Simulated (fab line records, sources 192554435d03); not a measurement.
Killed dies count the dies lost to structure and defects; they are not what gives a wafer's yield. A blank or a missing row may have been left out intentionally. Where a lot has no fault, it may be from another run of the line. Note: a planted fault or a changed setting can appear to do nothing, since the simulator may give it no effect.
Which tool was responsible? -- flow n5-finfet -- 11 lots with 33 wafers sampled at 5 steps, on a route of 1938 steps

## WHAT EACH GAUGE READ, for each wafer
N5_PASSIVATION_CD_MEAS_30: the cd target is 4000 nm. Usual: cd-nm at 4000.3 nm, with a standard deviation of 1.3.
lot,measured,on,cd-nm (nm),flag
L733,day 11 19:32,cd-sem-03,4000.9 3999.9 4000.5,
L735,day 12 04:02,cd-sem-03,4000.8 4000.0 4000.4,
L736,day 13 05:29,cd-sem-02,4001.8 4001.6 4000.2,
L737,day 13 22:53,cd-sem-03,3998.5 3999.5 3999.5,
L740,day 14 10:17,cd-sem-01,4002.2 4001.9 4002.5,
L742,day 14 20:54,cd-sem-01,3998.4 3999.9 3999.2,
L744,day 16 05:04,cd-sem-02,3939.7 3939.7 3940.5,OFF
L747,day 16 08:12,cd-sem-03,3938.7 3939.2 3939.2,OFF
L748,day 16 09:27,cd-sem-02,3999.7 4001.2 3999.3,
L752,day 17 11:13,cd-sem-03,3999.3 3999.5 3998.9,
L756,day 19 10:05,cd-sem-02,4001.7 4001.1 4000.6,

N5_PASSIVATION_INSPECT_64: inspects for defects (macro). Usual: raw-defect-count at 2.0, with a standard deviation of 1.4.
lot,measured,on,raw-defect-count,flag
L733,day 11 19:35,defect-inspect-01,1 1 2,
L735,day 12 04:05,defect-inspect-01,6 3 2,
L736,day 13 05:32,defect-inspect-01,1 0 3,
L737,day 13 22:56,defect-inspect-02,1 2 2,
L740,day 14 10:21,defect-inspect-02,2 2 4,
L742,day 14 20:57,defect-inspect-01,1 0 3,
L744,day 16 05:08,defect-inspect-01,0 4 1,
L747,day 16 08:15,defect-inspect-01,4 2 0,
L748,day 16 09:31,defect-inspect-02,3 3 0,
L752,day 17 11:16,defect-inspect-01,1 1 3,
L756,day 19 10:08,defect-inspect-02,1 3 2,

N5_PASSIVATION_INSPECT_67: inspects for defects (macro). Usual: raw-defect-count at 2.0, with a standard deviation of 1.4.
lot,measured,on,raw-defect-count,flag
L733,day 11 21:26,defect-inspect-02,2 0 2,
L735,day 12 05:50,defect-inspect-02,1 5 2,
L736,day 13 07:34,defect-inspect-02,3 2 2,
L737,day 14 00:50,defect-inspect-02,1 3 2,
L740,day 14 12:08,defect-inspect-01,0 1 1,
L742,day 14 22:47,defect-inspect-02,3 3 3,
L744,day 16 06:52,defect-inspect-02,0 5 2,
L747,day 16 10:00,defect-inspect-02,1 3 1,
L748,day 16 11:22,defect-inspect-02,3 3 3,
L752,day 17 13:01,defect-inspect-01,0 3 2,
L756,day 19 12:08,defect-inspect-02,3 2 4,

## WHICH TOOL RAN EACH LOT (tool, then ch and the chambers of the sampled wafers, then the start)
lot,N5_MIM_TOP_ALD_01,N5_PASSIVATION_EXPOSE_27
L733,"ald-hk-02 ch 0,1, day 11 19:22 or earlier","krf-scanner-02 ch 0, day 11 19:22"
L735,"ald-hk-01 ch 1,2,3, day 12 03:52 or earlier","krf-scanner-02 ch 0, day 12 03:52"
L736,"ald-hk-03 ch 0,2,3, day 13 05:19 or earlier","krf-scanner-02 ch 0, day 13 05:19"
L737,"ald-hk-03 ch 1,2,3, day 13 22:43 or earlier","krf-scanner-02 ch 0, day 13 22:43"
L740,"ald-hk-02 ch 1,2, day 14 10:07 or earlier","krf-scanner-01 ch 0, day 14 10:07"
L742,"ald-hk-03 ch 0,2, day 14 20:43 or earlier","krf-scanner-01 ch 0, day 14 20:43"
L744,"ald-hk-02 ch 0,2, day 16 04:54 or earlier","krf-scanner-02 ch 0, day 16 04:54"
L747,"ald-hk-03 ch 0,1,3, day 16 08:01 or earlier","krf-scanner-02 ch 0, day 16 08:01"
L748,"ald-hk-02 ch 2,3, day 16 09:17 or earlier","krf-scanner-01 ch 0, day 16 09:17"
L752,"ald-hk-03 ch 0,1,3, day 17 11:02 or earlier","krf-scanner-01 ch 0, day 17 11:02"
L756,"ald-hk-02 ch 0,3, day 19 09:55 or earlier","krf-scanner-01 ch 0, day 19 09:55"
- N5_MIM_TOP_ALD_01: deposits HfO2, target thk 5.6 nm, pulse time 1 s, purge time 3 s.
- N5_PASSIVATION_EXPOSE_27: exposes mask PAD, defocus 0 nm.

## WHAT THE TOOLS THEMSELVES READ (means of the sampled wafers that have a number; where no wafer has one, the mark that the record gives instead)
N5_MIM_TOP_ALD_01. Usual: precursor-pulse-height-rel at 1.001, with a standard deviation of 0.019.
lot,tool,precursor-pulse-height-rel,flag
L733,ald-hk-02,1.000,
L735,ald-hk-01,0.993,
L736,ald-hk-03,1.007,
L737,ald-hk-03,0.993,
L740,ald-hk-02,1.007,
L742,ald-hk-03,0.981,
L744,ald-hk-02,1.005,
L747,ald-hk-03,1.008,
L748,ald-hk-02,1.004,
L752,ald-hk-03,0.992,
L756,ald-hk-02,1.006,

N5_PASSIVATION_EXPOSE_27. Usual: exposure-dose-mJ-cm2 at 32.300, with a standard deviation of 0.029.
lot,tool,exposure-dose-mJ-cm2,flag
L733,krf-scanner-02,32.287,
L735,krf-scanner-02,32.323,
L736,krf-scanner-02,32.293,
L737,krf-scanner-02,32.282,
L740,krf-scanner-01,32.321,
L742,krf-scanner-01,32.310,
L744,krf-scanner-02,22.853,OFF
L747,krf-scanner-02,22.889,OFF
L748,krf-scanner-01,32.290,
L752,krf-scanner-01,32.330,
L756,krf-scanner-01,32.276,

## THE ANSWER, worked out from the rows above alone
Rule: take the mean of a lot's wafers that have a number; if it is more than 3 standard deviations from the usual mean, the lot is off. A lot without any number at a reading at which 4 lots or more have one is off too. All remaining lots with rows at the step are treated as sound. Order of review: gauges by route order, followed by the tools' own readings, for which a lot's mean as printed above is used. The first step at which some lot is off is used, and at that step the reading that is off furthest; a lot without a number counts as furthest.
Off: L744, L747, at N5_PASSIVATION_CD_MEAS_30 (cd-nm).
If a tool, at a process step before that reading, ran all the lots that are off and no sound lot after the first of them, it fits. Not tried: the gauges at N5_PASSIVATION_CD_MEAS_30; whatever is off there is also off at N5_PASSIVATION_EXPOSE_27, on other tools, and gauge error can't account for it. N5_MIM_TOP_ALD_01 gives no start for some lots, so the hours and the order of its lots are those of N5_PASSIVATION_EXPOSE_27. One fits: krf-scanner-02 at N5_PASSIVATION_EXPOSE_27. Its last sound lot is L737 (day 13 22:43), its first lot that is off L744 (day 16 04:54): a fault that began between those two fits.
On the lots that are off, the tool's own readings at N5_PASSIVATION_EXPOSE_27 differ by more than 5 times the standard deviation of the sound lots' means, which bears it out; exposure-dose-mJ-cm2 reads 22.871 there versus 32.301 on the sound lots.

## WHAT THE SIMULATOR HAD PUT IN
Process parameters drifting: krf-scanner-02 at N5_PASSIVATION_EXPOSE_27, beginning at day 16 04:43. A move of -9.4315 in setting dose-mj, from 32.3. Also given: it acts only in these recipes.
Lots struck among those shown: L744, L747. The rule above reached the same finding.
